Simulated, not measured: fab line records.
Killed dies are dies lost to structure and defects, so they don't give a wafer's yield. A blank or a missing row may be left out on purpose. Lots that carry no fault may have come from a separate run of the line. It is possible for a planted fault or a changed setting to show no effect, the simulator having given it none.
Chamber matching    flow n5 finfet    4 sister chambers for N5_BEOL_M11_ETCH_66 on rie diel-01
The step etches SOC in N2/H2, target depth 120 nm, overetch 24 nm, time 180 s. 4 wafers are shown with their chamber, then 7 later ones without.

## WAFERS WITH THEIR CHAMBER
wafer   chamber  showerhead plenum p Torr (Torr)
L082.4  1        2.52
L081.5  3        2.42
L089.2  2        2.62
L089.4  0        2.52

## WAFERS MISSING THEIR CHAMBER
wafer   showerhead plenum p Torr (Torr)
L089.5  2.51
L092.4  2.62
L092.5  2.42
L092.6  2.52
L094.1  2.50
L094.2  2.61
L094.3  2.41

## WHICH CHAMBER EACH ONE RAN IN
wafer   from the rows above      in truth
L089.5  can't be placed: 0 or 1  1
L092.4  2                        2
L092.5  3                        3
L092.6  can't be placed: 0 or 1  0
L094.1  can't be placed: 0 or 1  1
L094.2  2                        2
L094.3  3                        3
Correctly placed: 4 of 7. From these rows, 3 cannot be placed; in 3 the true chamber is one of the candidates. Wrongly placed: 0.
How it was worked out, from the rows above alone: a wafer's distance from a chamber is the root of the sum, over the readings, of the square of ((its reading less the chamber's mean) divided by the reading's scatter). The wafer belongs to the nearest chamber; if the next one is less than 2 further off, it can't be placed. Each chamber's mean is taken over the wafers shown for it. The scatter: root of mean squared gap, hidden wafer to nearest shown wafer, with one shown wafer a chamber.
